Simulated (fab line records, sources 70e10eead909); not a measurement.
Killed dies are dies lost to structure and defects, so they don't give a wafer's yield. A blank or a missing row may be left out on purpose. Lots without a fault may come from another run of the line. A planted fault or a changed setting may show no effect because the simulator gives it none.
Chamber matching | flow nand_harc | NHARC_P_BONDPAD_DESCUM_11 on rie_diel-12: 4 sister chambers
The step chemistry O2, time 3 s. 4 wafers are shown with their chamber, then 12 later ones without.

WAFERS WITH THEIR CHAMBER
wafer  | chamber | showerhead_plenum_p_Torr (Torr)
L088.3 | 0       | 1.97
L090.1 | 2       | 1.95
L090.2 | 1       | 1.92
L090.6 | 3       | 1.97

WAFERS WITHOUT THEIR CHAMBER
wafer  | showerhead_plenum_p_Torr (Torr)
L092.1 | 1.92
L092.2 | 1.97
L092.6 | 1.97
L093.2 | 1.92
L093.3 | 1.97
L093.4 | 1.95
L097.1 | 1.95
L097.3 | 1.97
L097.4 | 1.91
L097.2 | 1.97
L097.5 | 1.97
L097.6 | 1.95

WHICH CHAMBER EACH WENT THROUGH
wafer  | from the rows above     | in truth
L092.1 | 1                       | 1
L092.2 | can't be placed: 0 or 3 | 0
L092.6 | can't be placed: 0 or 3 | 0
L093.2 | 1                       | 1
L093.3 | can't be placed: 0 or 3 | 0
L093.4 | 2                       | 2
L097.1 | 2                       | 2
L097.3 | can't be placed: 0 or 3 | 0
L097.4 | 1                       | 1
L097.2 | can't be placed: 0 or 3 | 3
L097.5 | can't be placed: 0 or 3 | 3
L097.6 | 2                       | 2
Placed correctly: 6 of 12. Can't be placed from these rows: 6 (the true chamber is among the candidates in 6). Placed wrongly: 0.
How it was worked out, from the rows above alone: a wafer's distance from a chamber is the root of the sum, over the readings, of the square of ((its reading less the chamber's mean) divided by the reading's scatter). The wafer belongs to the nearest chamber; if the next one is less than 2 further off, it can't be placed. A chamber's mean is the mean of its shown wafers. The scatter: with one shown wafer a chamber, the root of the mean of the squares of how far each hidden wafer lies from its nearest shown one.
